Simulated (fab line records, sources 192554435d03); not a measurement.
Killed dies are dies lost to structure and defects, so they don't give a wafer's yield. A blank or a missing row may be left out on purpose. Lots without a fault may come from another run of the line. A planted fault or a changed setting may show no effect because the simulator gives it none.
Split-lot experiment | flow n5_finfet | 7 lots, 21 wafers read, on a route of 1938 steps

THE SPLIT
At N5_BEOL_M0_ETCH_109 (etches SiCN in CH3F/O2, target depth 8 nm, overetch 2.4 nm, time 27.4 s), the setting bias_w was moved away from the recipe's 75 W on 11 of the 21 wafers read, by -14.1% to +16.1%. The other wafers ran this setting at the recipe's value.

The reading is taken at the split's own step.

THE READING
rf_vpp_V, in V, at N5_BEOL_M0_ETCH_109 (etches SiCN in CH3F/O2, target depth 8 nm, overetch 2.4 nm, time 27.4 s). Fault-free wafers of this fab line usually give 297.6 V, standard deviation 1.4 V.

wafer  | tool, chamber at the split | bias_w as run, W | against the recipe | rf_vpp_V, V | against lot-mates on the recipe
L074.1 | rie_diel-06, 0             | 75               | recipe             | 297.9       | -
L074.4 | rie_diel-06, 0             | 85.22            | +13.6%             | 322.9       | +25.2
L074.5 | rie_diel-06, 2             | 75               | recipe             | 297.5       | -
L077.1 | rie_diel-06, 2             | 75               | recipe             | 296.5       | -
L077.3 | rie_diel-06, 1             | 79.4             | +5.9%              | 310.3       | +14.1
L077.5 | rie_diel-06, 2             | 75               | recipe             | 296.0       | -
L079.2 | rie_diel-06, 3             | 75               | recipe             | 299.0       | -
L079.4 | rie_diel-06, 0             | 75               | recipe             | 297.8       | -
L079.6 | rie_diel-06, 2             | 75               | recipe             | 297.6       | -
L080.2 | rie_diel-04, 0             | 64.39            | -14.1%             | 270.0       | -27.4
L080.4 | rie_diel-04, 1             | 75               | recipe             | 297.4       | -
L080.5 | rie_diel-04, 1             | 64.39            | -14.1%             | 268.9       | -28.5
L083.1 | rie_diel-02, 1             | 75               | recipe             | 297.1       | -
L083.4 | rie_diel-02, 1             | 67.27            | -10.3%             | 276.6       | -20.5
L083.6 | rie_diel-02, 2             | 67.27            | -10.3%             | 278.1       | -19.0
L095.2 | rie_diel-04, 0             | 87.11            | +16.1%             | 326.1       | no lot-mate on the recipe
L095.3 | rie_diel-04, 3             | 87.11            | +16.1%             | 327.3       | no lot-mate on the recipe
L095.5 | rie_diel-04, 0             | 87.11            | +16.1%             | 327.5       | no lot-mate on the recipe
L094.1 | rie_diel-02, 2             | 75               | recipe             | 296.5       | -
L094.3 | rie_diel-02, 0             | 78.88            | +5.2%              | 308.8       | +12.3
L094.6 | rie_diel-02, 3             | 78.88            | +5.2%              | 309.0       | +12.5

THE FIT
A straight line over all 21 wafers: rf_vpp_V changes by +1.91 V for each +1% of bias_w; r = +1.00; the points scatter about the line by 1.1 V.
The same after taking each lot's own level away (the mean of its wafers on the recipe; 18 wafers): +1.98 V for each +1%; r = +1.00; scatter 1.1 V.
On that fit, the largest move of bias_w shifts the reading by 32 V.
The lots' own levels span 296.25 to 298.13 V, that is 1.3 times the standard deviation above.
So the lot-to-lot level changes the slope little: the two slopes agree.
Check: with one of the wafers moved furthest among these (-14.1%) left out of the fit, the line predicts -27.8 V for it against its lot-mates. It came out at -27.4 V against them.
Tool readings at the split's step, against how far the setting was moved: rf_vpp_V r = +1.00.

OTHER SPLITS ON THESE WAFERS
These wafers also went through other splits before the reading. Each is held against what the fit with the lots' levels taken away leaves over:
other split on the same wafers         | wafers away from the commonest value | r with rf_vpp_V (lot level and that fit taken away)
N5_MOL_CONTACT_COAG_COAT_104 spin_rpm  | 6                                    | -0.42
N5_MOL_CONTACT_COAG_COAT_64 spin_rpm   | 4                                    | +0.27
N5_BEOL_M0_SAQP_HM_DEP_02 target_thk_a | 9                                    | -0.07
N5_BEOL_M0_SAQP_EXPOSE_11 dose_mj      | 8                                    | +0.32

THE FILE'S OWN FIT
rf_vpp_V changes by +1.97 V for each +1% of bias_w, r = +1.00.
